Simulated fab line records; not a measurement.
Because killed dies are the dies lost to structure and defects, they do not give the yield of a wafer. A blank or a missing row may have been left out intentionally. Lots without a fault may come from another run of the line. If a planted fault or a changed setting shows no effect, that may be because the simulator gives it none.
What tool caused it?	flow nandHarc	24 lots with 72 wafers sampled at 6 steps, on a route of 1302 steps

## WHAT EACH GAUGE READ, for each wafer
The record lacks any reading of a measuring or inspecting step that a usual standard deviation could be used to judge.

## EACH LOT AND THE TOOL THAT RAN IT (in order: tool; ch and the chambers of the sampled wafers; start)
lot	NHARC_A_STAIRCASE_TRIM_196	NHARC_A_STAIRCASE_ETCH_203	NHARC_A_STAIRCASE_STRIP_205	NHARC_A_STAIRCASE_ETCH_221	NHARC_A_STAIRCASE_ETCH_230	NHARC_A_STAIRCASE_ETCH_271
L074	rieDiel-11 ch 1,2,3, day 16 01:17	rieDiel-11 ch 1,2,3, day 16 02:24 or earlier	plasmaAsher-02 ch 0,1, day 16 02:24	rieDiel-11 ch 0,1,3, day 16 12:06 or earlier	rieDiel-11 ch 0,1,3, day 16 12:06 or earlier	rieDiel-11 ch 1,2,3, day 16 12:06
L076	rieDiel-09 ch 0,2,3, day 16 02:24	rieDiel-09 ch 0,1,2, day 16 03:31 or earlier	plasmaAsher-01 ch 0,1, day 16 03:31	rieDiel-11 ch 0,1,2, day 16 13:58 or earlier	rieDiel-09 ch 0,1,3, day 16 13:58 or earlier	rieDiel-13 ch 0,1,3, day 16 13:58
L075	rieDiel-13 ch 0,2,3, day 16 04:18	rieDiel-13 ch 0,1,2, day 16 05:22 or earlier	plasmaAsher-02 ch 0,1, day 16 05:22	rieDiel-11 ch 0,2,3, day 16 17:52 or earlier	rieDiel-13 ch 0,2,3, day 16 17:52 or earlier	rieDiel-11 ch 0,2,3, day 16 17:52
L077	rieDiel-09 ch 0,3, day 17 09:04	rieDiel-09 ch 0,3, day 17 10:20 or earlier	plasmaAsher-01 ch 0,1, day 17 10:20	rieDiel-13 ch 0,2,3, day 17 20:11 or earlier	rieDiel-09 ch 0,1,3, day 17 20:11 or earlier	rieDiel-11 ch 0,2,3, day 17 20:11
L079	rieDiel-09 ch 1,2,3, day 17 23:44	rieDiel-09 ch 1,2,3, day 18 00:51 or earlier	plasmaAsher-02 ch 0,1, day 18 00:51	rieDiel-09 ch 0,1, day 18 09:58 or earlier	rieDiel-09 ch 0,2,3, day 18 09:58 or earlier	rieDiel-11 ch 0,2,3, day 18 09:58
L078	rieDiel-11 ch 0,1,2, day 18 02:19	rieDiel-11 ch 0,2, day 18 03:20 or earlier	plasmaAsher-02 ch 0,1, day 18 03:20	rieDiel-13 ch 1,3, day 18 13:43 or earlier	rieDiel-13 ch 1,2,3, day 18 13:43 or earlier	rieDiel-09 ch 2,3, day 18 13:43
L080	rieDiel-13 ch 0,3, day 18 08:37	rieDiel-13 ch 1,2,3, day 18 09:52 or earlier	plasmaAsher-02 ch 0,1, day 18 09:52	rieDiel-09 ch 1,3, day 18 18:37 or earlier	rieDiel-09 ch 1,2, day 18 18:37 or earlier	rieDiel-09 ch 0,1,3, day 18 18:37
L082	rieDiel-09 ch 0,1,2, day 19 05:56	rieDiel-09 ch 1,2, day 19 13:16 or earlier	plasmaAsher-01 ch 0,1, day 19 13:16	rieDiel-11 ch 0,2,3, day 19 22:34 or earlier	rieDiel-11 ch 0,1, day 19 22:34 or earlier	rieDiel-11 ch 0,1,2, day 19 22:34
L081	rieDiel-13 ch 0,1,3, day 19 06:03	rieDiel-13 ch 0,1,2, day 19 10:05 or earlier	plasmaAsher-02 ch 0,1, day 19 10:05	rieDiel-13 ch 0,2, day 19 19:29 or earlier	rieDiel-13 ch 0,1,2, day 19 19:29 or earlier	rieDiel-11 ch 0,1,3, day 19 19:29
L084	rieDiel-13 ch 0,2,3, day 19 19:55	rieDiel-13 ch 0,1,2, day 19 20:58 or earlier	plasmaAsher-02 ch 0,1, day 19 20:58	rieDiel-13 ch 0,1,2, day 20 09:44 or earlier	rieDiel-09 ch 0,1,3, day 20 09:44 or earlier	rieDiel-11 ch 0,1,3, day 20 09:44
L083	rieDiel-09 ch 1,2,3, day 19 21:15	rieDiel-09 ch 0,2, day 19 23:12 or earlier	plasmaAsher-01 ch 0,1, day 19 23:12	rieDiel-13 ch 0,1,3, day 20 11:33 or earlier	rieDiel-11 ch 1,2, day 20 11:33 or earlier	rieDiel-09 ch 1,2,3, day 20 11:33
L085	rieDiel-13 ch 0,1,3, day 20 10:13	rieDiel-13 ch 0,1,3, day 20 11:27 or earlier	plasmaAsher-01 ch 0,1, day 20 11:27	rieDiel-13 ch 0,1,3, day 20 20:51 or earlier	rieDiel-13 ch 0,1,3, day 20 20:51 or earlier	rieDiel-11 ch 0,1,3, day 20 20:51
L086	rieDiel-13 ch 0,3, day 20 16:17	rieDiel-13 ch 0,1,3, day 20 17:30 or earlier	plasmaAsher-01 ch 0,1, day 20 17:30	rieDiel-13 ch 0,2,3, day 20 19:25	rieDiel-13 ch 0,1,2, day 21 03:28 or earlier	rieDiel-09 ch 0,2,3, day 21 03:28
L088	rieDiel-09 ch 1,2, day 21 16:11	rieDiel-11 ch 2,3, day 21 17:15	plasmaAsher-01 ch 0,1, day 21 17:31	rieDiel-11 ch 1,2,3, day 22 04:26 or earlier	rieDiel-11 ch 1,2, day 22 04:26 or earlier	rieDiel-09 ch 0,1, day 22 04:26
L089	rieDiel-13 ch 1,2, day 21 16:30	rieDiel-13 ch 0,1,3, day 21 17:41 or earlier	plasmaAsher-02 ch 0,1, day 21 17:41	rieDiel-11 ch 1,2, day 22 05:51 or earlier	rieDiel-11 ch 0,1,3, day 22 05:51 or earlier	rieDiel-13 ch 2,3, day 22 05:51
L087	rieDiel-13 ch 0,2,3, day 22 03:32	rieDiel-13 ch 0,1, day 22 04:37 or earlier	plasmaAsher-01 ch 0,1, day 22 04:37	rieDiel-09 ch 0,1,3, day 22 14:22 or earlier	rieDiel-09 ch 0,2,3, day 22 14:22 or earlier	rieDiel-09 ch 0,2, day 22 14:22
L091	rieDiel-11 ch 0,1,3, day 23 00:07	rieDiel-11 ch 1,3, day 23 01:16 or earlier	plasmaAsher-02 ch 0, day 23 01:16	rieDiel-13 ch 0,1,2, day 23 10:16 or earlier	rieDiel-13 ch 0,1,2, day 23 10:16 or earlier	rieDiel-11 ch 0,1,3, day 23 10:16
L092	rieDiel-11 ch 0,2,3, day 23 05:11	rieDiel-11 ch 1,2, day 23 06:16 or earlier	plasmaAsher-01 ch 0,1, day 23 06:16	rieDiel-11 ch 0,1,3, day 23 15:01 or earlier	rieDiel-11 ch 0,2,3, day 23 15:01 or earlier	rieDiel-11 ch 0,2,3, day 23 15:01
L090	rieDiel-09 ch 0,1, day 23 08:49	rieDiel-09 ch 1,2,3, day 23 10:08 or earlier	plasmaAsher-01 ch 0,1, day 23 10:08	rieDiel-09 ch 2,3, day 23 21:34 or earlier	rieDiel-13 ch 0,1, day 23 21:34 or earlier	rieDiel-09 ch 2,3, day 23 21:34
L093	rieDiel-11 ch 2,3, day 24 02:18	rieDiel-11 ch 2,3, day 24 03:29 or earlier	plasmaAsher-01 ch 0,1, day 24 03:29	rieDiel-11 ch 0,1,3, day 24 16:52 or earlier	rieDiel-09 ch 2,3, day 24 16:52 or earlier	rieDiel-13 ch 0,3, day 24 16:52
L096	rieDiel-13 ch 2,3, day 24 18:53	rieDiel-13 ch 0,1,3, day 24 20:11 or earlier	plasmaAsher-01 ch 0,1, day 24 20:11	rieDiel-13 ch 1,2,3, day 25 10:02 or earlier	rieDiel-13 ch 1,2,3, day 25 10:02 or earlier	rieDiel-09 ch 0,1, day 25 10:02
L097	rieDiel-09 ch 0,1,3, day 24 19:39	rieDiel-09 ch 1,2,3, day 24 20:43 or earlier	plasmaAsher-01 ch 0,1, day 24 20:43	rieDiel-11 ch 0,1,3, day 25 08:19 or earlier	rieDiel-09 ch 0,1,3, day 25 08:19 or earlier	rieDiel-13 ch 1,2,3, day 25 08:19
L094	rieDiel-11 ch 0,1,3, day 24 23:49	rieDiel-11 ch 0,2,3, day 25 00:59 or earlier	plasmaAsher-01 ch 0,1, day 25 00:59	rieDiel-09 ch 0,1,3, day 25 17:14 or earlier	rieDiel-09 ch 1,3, day 25 17:14 or earlier	rieDiel-13 ch 0,1,2, day 25 17:14
L095	rieDiel-13 ch 0,2,3, day 25 00:28	rieDiel-13 ch 0,3, day 25 01:38 or earlier	plasmaAsher-02 ch 0,1, day 25 01:38	rieDiel-11 ch 0,3, day 25 14:13 or earlier	rieDiel-13 ch 1,2,3, day 25 14:13 or earlier	rieDiel-11 ch 0,1,3, day 25 14:13
- NHARC_A_STAIRCASE_TRIM_196: chemistry O2, time 211.2 s.
- NHARC_A_STAIRCASE_ETCH_203: etches the open film in C4F8/O2, target depth 100 nm, time 40.5 s.
- NHARC_A_STAIRCASE_STRIP_205: strips in O2.
- NHARC_A_STAIRCASE_ETCH_221: etches the open film in C4F8/O2, target depth 100 nm, time 40.5 s.
- NHARC_A_STAIRCASE_ETCH_230: etches the open film in C4F8/O2, target depth 100 nm, time 40.5 s.
- NHARC_A_STAIRCASE_ETCH_271: etches the open film in CF4/CHF3.

## AS READ BY THE TOOLS THEMSELVES (means over the sampled wafers that have a number; for cases with no such wafer, the mark the record gives instead)
NHARC_A_STAIRCASE_TRIM_196. Usual: drypumpMotorCurrentA 5.6 A, standard deviation 0.63; o2FlowSccm 500.0 sccm, standard deviation 1.5; oesProductAu 1.000 a.u., standard deviation 0.011; rfVppV 57.8 V, standard deviation 0.83; showerheadPlenumPTorr 3.51 Torr, standard deviation 0.11; throttleValvePct 17.037 %, standard deviation 0.0092.
lot	tool	drypumpMotorCurrentA (A)	o2FlowSccm (sccm)	oesProductAu (a.u.)	rfVppV (V)	showerheadPlenumPTorr (Torr)	throttleValvePct (%)	flag
L074	rieDiel-11	5.9	500.4	0.996	58.0	3.43	17.040	
L076	rieDiel-09	5.6	500.5	0.995	57.2	3.44	17.037	
L075	rieDiel-13	5.8	500.0	1.004	57.7	3.58	17.029	
L077	rieDiel-09	5.1	500.4	1.003	58.0	3.43	17.029	
L079	rieDiel-09	6.0	500.4	1.003	57.7	3.52	17.043	
L078	rieDiel-11	6.0	501.4	1.007	57.4	3.48	17.038	
L080	rieDiel-13	5.5	500.1	1.009	58.5	3.59	17.046	
L082	rieDiel-09	6.1	500.6	1.009	58.2	3.54	17.039	
L081	rieDiel-13	5.3	500.4	1.003	58.0	3.57	17.043	
L084	rieDiel-13	5.8	497.1	0.994	57.9	3.57	17.030	
L083	rieDiel-09	6.0	498.2	1.005	58.5	3.52	17.041	
L085	rieDiel-13	5.3	499.9	0.991	58.1	3.56	17.034	
L086	rieDiel-13	5.5	498.6	0.996	57.6	3.54	17.043	
L088	rieDiel-09	6.5	499.4	0.996	57.2	3.51	17.045	
L089	rieDiel-13	5.9	499.4	0.998	57.9	3.56	17.025	
L087	rieDiel-13	5.7	499.9	0.995	58.5	3.56	17.031	
L091	rieDiel-11	5.4	500.0	0.994	57.0	3.39	17.042	
L092	rieDiel-11	5.5	500.9	0.995	58.0	3.42	17.029	
L090	rieDiel-09	6.1	500.7	1.012	58.3	3.62	17.031	
L093	rieDiel-11	5.4	501.4	0.992	57.5	3.36	17.038	
L096	rieDiel-13	5.6	500.8	1.005	57.9	3.60	17.030	
L097	rieDiel-09	5.6	501.1	1.007	57.4	3.51	17.046	
L094	rieDiel-11	5.4	500.5	1.004	57.7	3.38	17.035	
L095	rieDiel-13	5.8	499.0	1.008	58.2	3.55	17.037	

NHARC_A_STAIRCASE_ETCH_203. Usual: oesProductAu 0.941 a.u., standard deviation 0.014; rfVppV 895 V, standard deviation 4.1.
lot	tool	oesProductAu (a.u.)	rfVppV (V)	flag
L074	rieDiel-11	0.943	892	
L076	rieDiel-09	0.951	896	
L075	rieDiel-13	0.940	896	
L077	rieDiel-09	0.949	894	
L079	rieDiel-09	0.952	896	
L078	rieDiel-11	0.959	896	
L080	rieDiel-13	0.949	898	
L082	rieDiel-09	0.941	900	
L081	rieDiel-13	0.931	897	
L084	rieDiel-13	0.927	897	
L083	rieDiel-09	0.951	893	
L085	rieDiel-13	0.937	897	
L086	rieDiel-13	0.945	898	
L088	rieDiel-11	0.919	893	
L089	rieDiel-13	0.943	898	
L087	rieDiel-13	0.927	895	
L091	rieDiel-11	0.927	889	
L092	rieDiel-11	0.939	894	
L090	rieDiel-09	0.954	895	
L093	rieDiel-11	0.934	891	
L096	rieDiel-13	0.933	897	
L097	rieDiel-09	0.955	895	
L094	rieDiel-11	0.945	891	
L095	rieDiel-13	0.944	896	

NHARC_A_STAIRCASE_STRIP_205. Usual: drypumpMotorCurrentA 5.60 A, standard deviation 0.17; heaterPowerW 312 W, standard deviation 22.
lot	tool	drypumpMotorCurrentA (A)	heaterPowerW (W)	flag
L074	plasmaAsher-02	5.76	323	
L076	plasmaAsher-01	5.56	301	
L075	plasmaAsher-02	5.72	310	
L077	plasmaAsher-01	5.57	305	
L079	plasmaAsher-02	5.73	320	
L078	plasmaAsher-02	5.72	307	
L080	plasmaAsher-02	5.68	302	
L082	plasmaAsher-01	5.45	308	
L081	plasmaAsher-02	5.73	324	
L084	plasmaAsher-02	5.74	326	
L083	plasmaAsher-01	5.48	303	
L085	plasmaAsher-01	5.59	309	
L086	plasmaAsher-01	5.57	307	
L088	plasmaAsher-01	5.56	307	
L089	plasmaAsher-02	5.75	342	
L087	plasmaAsher-01	5.55	305	
L091	plasmaAsher-02	5.81	363	
L092	plasmaAsher-01	5.46	303	
L090	plasmaAsher-01	5.57	292	
L093	plasmaAsher-01	5.45	305	
L096	plasmaAsher-01	5.55	298	
L097	plasmaAsher-01	5.55	296	
L094	plasmaAsher-01	5.56	299	
L095	plasmaAsher-02	5.74	342	

NHARC_A_STAIRCASE_ETCH_221. Usual: oesProductAu 0.943 a.u., standard deviation 0.016; rfVppV 895 V, standard deviation 3.8.
lot	tool	oesProductAu (a.u.)	rfVppV (V)	flag
L074	rieDiel-11	0.920	892	
L076	rieDiel-11	0.931	894	
L075	rieDiel-11	0.948	893	
L077	rieDiel-13	0.958	898	
L079	rieDiel-09	0.966	897	
L078	rieDiel-13	0.964	900	
L080	rieDiel-09	0.954	894	
L082	rieDiel-11	0.946	893	
L081	rieDiel-13	0.933	896	
L084	rieDiel-13	0.938	896	
L083	rieDiel-13	0.952	897	
L085	rieDiel-13	0.939	898	
L086	rieDiel-13	0.932	897	
L088	rieDiel-11	0.931	891	
L089	rieDiel-11	0.928	893	
L087	rieDiel-09	0.960	896	
L091	rieDiel-13	0.946	896	
L092	rieDiel-11	0.929	892	
L090	rieDiel-09	0.936	891	
L093	rieDiel-11	0.928	891	
L096	rieDiel-13	0.948	898	
L097	rieDiel-11	0.929	891	
L094	rieDiel-09	0.948	895	
L095	rieDiel-11	0.937	891	

NHARC_A_STAIRCASE_ETCH_230. Usual: oesProductAu 0.949 a.u., standard deviation 0.018; rfVppV 895 V, standard deviation 4.
lot	tool	oesProductAu (a.u.)	rfVppV (V)	flag
L074	rieDiel-11	0.934	892	
L076	rieDiel-09	0.977	897	
L075	rieDiel-13	0.972	897	
L077	rieDiel-09	0.963	896	
L079	rieDiel-09	0.954	894	
L078	rieDiel-13	0.949	898	
L080	rieDiel-09	0.956	900	
L082	rieDiel-11	0.940	893	
L081	rieDiel-13	0.941	897	
L084	rieDiel-09	0.936	896	
L083	rieDiel-11	0.964	895	
L085	rieDiel-13	0.942	898	
L086	rieDiel-13	0.926	897	
L088	rieDiel-11	0.943	894	
L089	rieDiel-11	0.936	891	
L087	rieDiel-09	0.958	892	
L091	rieDiel-13	0.936	897	
L092	rieDiel-11	0.933	892	
L090	rieDiel-13	0.956	895	
L093	rieDiel-09	0.953	891	
L096	rieDiel-13	0.932	898	
L097	rieDiel-09	0.978	894	
L094	rieDiel-09	0.963	898	
L095	rieDiel-13	0.934	897	

NHARC_A_STAIRCASE_ETCH_271. Usual: drypumpMotorCurrentA 5.7 A, standard deviation 0.66; oesProductAu 0.961 a.u., standard deviation 0.021; rfVppV 369.9 V, standard deviation 1.8; showerheadPlenumPTorr 1.55 Torr, standard deviation 0.049; throttleValvePct 16.801 %, standard deviation 0.0097.
lot	tool	drypumpMotorCurrentA (A)	oesProductAu (a.u.)	rfVppV (V)	showerheadPlenumPTorr (Torr)	throttleValvePct (%)	flag
L074	rieDiel-11	5.9	0.960	369.7	1.53	16.806	
L076	rieDiel-13	5.3	0.976	371.9	1.60	16.809	
L075	rieDiel-11	5.5	0.961	368.5	1.54	16.806	
L077	rieDiel-11	5.5	0.968	369.4	1.53	16.803	
L079	rieDiel-11	5.5	0.961	368.2	1.53	16.806	
L078	rieDiel-09	6.0	0.973	368.4	1.53	16.801	
L080	rieDiel-09	5.6	0.974	370.4	1.57	16.810	
L082	rieDiel-11	5.9	0.973	369.9	1.55	16.805	
L081	rieDiel-11	5.4	0.943	368.9	1.52	16.793	
L084	rieDiel-11	5.4	0.962	368.9	1.52	16.807	
L083	rieDiel-09	6.0	0.980	370.0	1.57	16.811	
L085	rieDiel-11	5.4	0.911	369.4	1.52	16.792	
L086	rieDiel-09	5.5	0.929	368.7	1.53	16.799	
L088	rieDiel-09	6.0	0.974	372.0	1.62	16.804	
L089	rieDiel-13	5.6	0.969	371.9	1.61	16.796	
L087	rieDiel-09	5.6	0.985	368.5	1.53	16.796	
L091	rieDiel-11	5.4	0.955	369.5	1.51	16.812	
L092	rieDiel-11	5.5	0.912	369.1	1.53	16.795	
L090	rieDiel-09	6.0	0.982	368.2	1.51	16.794	
L093	rieDiel-13	5.5	0.967	370.4	1.57	16.808	
L096	rieDiel-09	6.0	0.949	372.3	1.61	16.795	
L097	rieDiel-13	5.6	0.976	370.7	1.59	16.801	
L094	rieDiel-13	5.7	0.969	370.2	1.57	16.800	
L095	rieDiel-11	5.4	0.962	368.0	1.51	16.803	

## THE ANSWER, worked out from the rows above alone
Rule: lot off if the mean of its wafers having a number is beyond 3 standard deviations from the usual mean. A lot without any number at a reading at which 4 lots or more have one is off too. Where the step has rows for the other lots, those lots are counted as sound. Order of review: gauges by route order, followed by the tools' own readings, for which a lot's mean as printed above is used. At the first step where some lot is off, the reading lying furthest off is the one used; lots without a number count as furthest.
Nothing can be told from this: no lot is off at any reading shown.

## WHAT WAS PUT IN BY THE SIMULATOR
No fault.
